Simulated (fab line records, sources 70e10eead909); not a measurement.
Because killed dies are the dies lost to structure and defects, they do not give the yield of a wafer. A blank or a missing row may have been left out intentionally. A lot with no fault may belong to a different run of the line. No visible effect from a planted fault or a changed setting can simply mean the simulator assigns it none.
The tool behind it: which one? -- flow nand harc -- 30 wafers from 10 lots sampled at 7 of the route's 1302 steps

== WHAT THE GAUGES READ, wafer by wafer ==
NHARC_P_ZERO_WELL_INSPECT_43. Usual: raw defect count 13, standard deviation 6.3.
lot,measured,on,raw defect count,flag
L947,day 2 03:29,defect inspect-01,12 22 13,
L950,day 3 09:32,defect inspect-02,15 11 11,
L952,day 4 05:43,defect inspect-01,722 688 718,OFF
L954,day 5 05:37,defect inspect-01,688 709 709,OFF
L960,day 7 13:45,defect inspect-02,13 15 23,
L961,day 7 23:52,defect inspect-02,24 28 11,
L965,day 9 17:49,defect inspect-01,20 27 16,
L966,day 10 01:44,defect inspect-02,13 18 20,
L968,day 10 21:34,defect inspect-02,22 9 23,
L970,day 11 17:40,defect inspect-02,23 38 15,

NHARC_P_STI_INSPECT_11. Usual: raw defect count 5.3, standard deviation 2.8.
lot,measured,on,raw defect count,flag
L947,day 3 03:19,defect inspect-02,5 2 1,
L950,day 4 02:07,defect inspect-01,11 3 3,
L952,day 4 21:38,defect inspect-01,711 683 707,OFF
L954,day 5 20:41,defect inspect-01,675 701 698,OFF
L960,day 8 05:20,defect inspect-01,2 6 9,
L961,day 8 15:50,defect inspect-01,8 4 4,
L965,day 10 09:09,defect inspect-02,2 5 9,
L966,day 10 18:56,defect inspect-02,5 5 3,
L968,day 11 16:19,defect inspect-01,2 0 4,
L970,day 12 10:25,defect inspect-01,3 6 9,

NHARC_END_SORT_01. Usual: killed at array 61, standard deviation 22; killed at other 0.8, standard deviation 1; killed at periphery 3.8, standard deviation 2.3; killed dies 66, standard deviation 22; killed open 3.2, standard deviation 1.9; killed short 2.8, standard deviation 1.8.
lot,measured,on,killed at array,killed at other,killed at periphery,killed dies,killed open,killed short,flag
L952,day 26 10:07,prober-01,47 40 45,1 0 0,92 88 91,140 128 136,2 2 1,1 4 1,OFF
L954,day 27 16:17,prober-02,28 35 27,2 2 1,83 84 83,113 121 111,3 2 4,2 4 0,OFF

== TOOL THAT RAN EACH LOT (tool first, then ch and the chambers of the sampled wafers, then the start) ==
lot,NHARC_P_ZERO_WELL_DESCUM_13,NHARC_P_ZERO_WELL_ETCH_65,NHARC_P_ZERO_WELL_ETCH_62,NHARC_P_STI_ETCH_15
L947,"rie diel-13 ch 1,2, day 1 21:30","rie diel-13 ch 0,1,3, day 1 21:35","rie diel-13 ch 1,2,3, day 2 03:29 or earlier","rie si-02 ch 0,1,3, day 3 03:44"
L950,"rie diel-01 ch 2, day 3 03:24","rie diel-01 ch 0,2, day 3 03:33","rie diel-01 ch 0,2, day 3 09:32 or earlier","rie si-02 ch 1,3, day 4 02:31"
L952,"rie diel-01 ch 0,1,2, day 3 23:25","rie diel-01 ch 0,2, day 3 23:31","rie diel-01 ch 1,2, day 4 05:43 or earlier","rie si-03 ch 0,1,2, day 4 22:05"
L954,"rie diel-01 ch 0,2, day 4 19:24","rie diel-01 ch 0,1, day 4 19:30","rie diel-01 ch 0,2, day 5 05:37 or earlier","rie si-03 ch 0,1,3, day 5 21:06"
L960,"rie diel-12 ch 0,1, day 7 07:25","rie diel-12 ch 1,2, day 7 07:29","rie diel-12 ch 1,2, day 7 13:45 or earlier","rie si-03 ch 1,2, day 8 05:46"
L961,"rie diel-12 ch 0,1,3, day 7 17:46","rie diel-12 ch 1,2, day 7 17:52","rie diel-12 ch 0,1,3, day 7 23:52 or earlier","rie si-06 ch 1,3, day 8 16:16"
L965,"rie diel-12 ch 0,1, day 9 09:25","rie diel-12 ch 0,1,3, day 9 09:29","rie diel-12 ch 2,3, day 9 17:49 or earlier","rie si-02 ch 0,1,2, day 10 09:35"
L966,"rie diel-13 ch 1,2, day 9 19:24","rie diel-13 ch 0,1,2, day 9 19:29","rie diel-13 ch 0,2, day 10 01:44 or earlier","rie si-03 ch 2,3, day 10 19:20"
L968,"rie diel-13 ch 0,1, day 10 15:24","rie diel-13 ch 0,1, day 10 15:29","rie diel-13 ch 0,1, day 10 21:34 or earlier","rie si-03 ch 0,2,3, day 11 16:46"
L970,"rie diel-01 ch 0,1,2, day 11 11:25","rie diel-01 ch 0,1,2, day 11 11:31","rie diel-01 ch 0,1,3, day 11 17:40 or earlier","rie si-02 ch 1,3, day 12 10:49"
- NHARC_P_ZERO_WELL_DESCUM_13: chemistry O2, time 3 s.
- NHARC_P_ZERO_WELL_ETCH_65: etches the open film in N2/H2, target depth 80 nm, overetch 24 nm, time 87.88 s.
- NHARC_P_ZERO_WELL_ETCH_62: etches the open film in CHF3/Ar, target depth 13 nm, time 6.5 s.
- NHARC_P_STI_ETCH_15: etches the open film in HBr/Cl2, target depth 300 nm, time 100.1 s.

== AS READ BY THE TOOLS THEMSELVES (means over the sampled wafers that have a number; for cases with no such wafer, the mark the record gives instead) ==
NHARC_P_ZERO_WELL_DESCUM_13. Usual: drypump motor current A 5.7 A, standard deviation 0.38; oes product au 1.000 a.u., standard deviation 0.0073; rf vpp V 57.9 V, standard deviation 0.96; showerhead plenum p Torr 1.94 Torr, standard deviation 0.091; throttle valve pct 11.310 %, standard deviation 0.0093.
lot,tool,drypump motor current A (A),oes product au (a.u.),rf vpp V (V),showerhead plenum p Torr (Torr),throttle valve pct (%),flag
L947,rie diel-13,5.8,0.996,57.8,2.06,11.314,
L950,rie diel-01,6.0,0.999,58.1,1.98,11.310,
L952,rie diel-01,5.7,0.992,57.9,1.88,11.305,
L954,rie diel-01,5.8,0.998,57.7,1.92,11.318,
L960,rie diel-12,5.7,1.002,58.4,2.00,11.317,
L961,rie diel-12,5.4,1.003,59.1,2.00,11.314,
L965,rie diel-12,5.6,0.998,57.9,2.00,11.314,
L966,rie diel-13,5.5,1.008,58.7,2.01,11.317,
L968,rie diel-13,6.0,1.003,57.7,1.94,11.307,
L970,rie diel-01,5.7,1.002,58.6,1.97,11.308,

NHARC_P_ZERO_WELL_ETCH_65. Usual: drypump motor current A 5.8 A, standard deviation 0.37; n2 flow sccm 150.0 sccm, standard deviation 0.46; oes product au 1.000 a.u., standard deviation 0.0077; rf vpp V 431.1 V, standard deviation 2.9; showerhead plenum p Torr 2.07 Torr, standard deviation 0.1; throttle valve pct 14.172 %, standard deviation 0.0091.
lot,tool,drypump motor current A (A),n2 flow sccm (sccm),oes product au (a.u.),rf vpp V (V),showerhead plenum p Torr (Torr),throttle valve pct (%),flag
L947,rie diel-13,5.8,150.3,1.004,431.1,2.06,14.172,
L950,rie diel-01,5.9,149.3,0.992,432.1,2.08,14.174,
L952,rie diel-01,5.9,149.8,0.995,431.0,2.08,14.167,
L954,rie diel-01,5.5,150.1,0.994,428.3,1.97,14.174,
L960,rie diel-12,5.8,149.6,0.995,430.8,2.05,14.169,
L961,rie diel-12,5.8,150.1,0.996,433.4,2.13,14.177,
L965,rie diel-12,5.4,150.1,0.992,432.8,2.13,14.174,
L966,rie diel-13,5.9,149.8,1.000,432.5,2.12,14.170,
L968,rie diel-13,5.7,149.7,0.999,431.3,2.09,14.174,
L970,rie diel-01,5.7,150.0,0.994,432.8,2.10,14.175,

NHARC_P_ZERO_WELL_ETCH_62. Usual: drypump motor current A 5.8 A, standard deviation 0.37; oes product au 0.958 a.u., standard deviation 0.017; rf vpp V 371.3 V, standard deviation 2.5; showerhead plenum p Torr 2.37 Torr, standard deviation 0.11; throttle valve pct 20.217 %, standard deviation 0.0097.
lot,tool,drypump motor current A (A),oes product au (a.u.),rf vpp V (V),showerhead plenum p Torr (Torr),throttle valve pct (%),flag
L947,rie diel-13,5.7,0.926,373.5,2.42,20.209,
L950,rie diel-01,5.9,0.941,371.1,2.39,20.211,
L952,rie diel-01,5.6,0.945,368.5,2.26,20.221,
L954,rie diel-01,5.9,0.966,371.2,2.38,20.222,
L960,rie diel-12,5.8,0.973,370.8,2.36,20.211,
L961,rie diel-12,5.4,0.958,372.1,2.44,20.217,
L965,rie diel-12,5.6,0.956,371.1,2.35,20.221,
L966,rie diel-13,6.3,0.946,372.4,2.40,20.223,
L968,rie diel-13,6.0,0.972,371.2,2.38,20.215,
L970,rie diel-01,5.6,0.973,371.5,2.36,20.218,

NHARC_P_STI_ETCH_15. Usual: drypump motor current A 5.8 A, standard deviation 0.44; oes product au 1.005 a.u., standard deviation 0.0076; throttle valve pct 26.406 %, standard deviation 0.0092.
lot,tool,drypump motor current A (A),oes product au (a.u.),throttle valve pct (%),flag
L947,rie si-02,5.9,0.999,26.401,
L950,rie si-02,6.0,0.998,26.427,
L952,rie si-03,5.8,1.013,26.401,
L954,rie si-03,5.6,1.011,26.401,
L960,rie si-03,5.7,1.008,26.397,
L961,rie si-06,6.0,1.008,26.398,
L965,rie si-02,5.8,0.995,26.413,
L966,rie si-03,5.8,1.011,26.402,
L968,rie si-03,5.8,0.999,26.405,
L970,rie si-02,6.0,0.996,26.410,

== THE ANSWER, worked out from the rows above alone ==
Rule: take the mean of a lot's wafers that have a number; if it is more than 3 standard deviations from the usual mean, the lot is off. A lot without any number at a reading at which 4 lots or more have one is off too. All remaining lots with rows at the step are treated as sound. First the gauges in route order, then the tools' own readings, where a lot's mean is used as printed above. The first step at which some lot is off is used, and at that step the reading that is off furthest; a lot without a number counts as furthest.
Off, at NHARC_P_ZERO_WELL_INSPECT_43 on raw defect count: L952, L954.
A tool fits if, at a process step before that reading, it ran every lot that is off, and no sound lot after the first of them. The gauges at NHARC_P_ZERO_WELL_INSPECT_43 aren't tried: what is off there is off at NHARC_END_SORT_01 too, on other tools, and a gauge's error can't cause that. NHARC_P_ZERO_WELL_ETCH_62: start missing for some lots; hours and lot order therefore follow NHARC_P_ZERO_WELL_INSPECT_43. Not one of the candidates tried fits.

== WHAT HAD BEEN PUT IN BY THE SIMULATOR ==
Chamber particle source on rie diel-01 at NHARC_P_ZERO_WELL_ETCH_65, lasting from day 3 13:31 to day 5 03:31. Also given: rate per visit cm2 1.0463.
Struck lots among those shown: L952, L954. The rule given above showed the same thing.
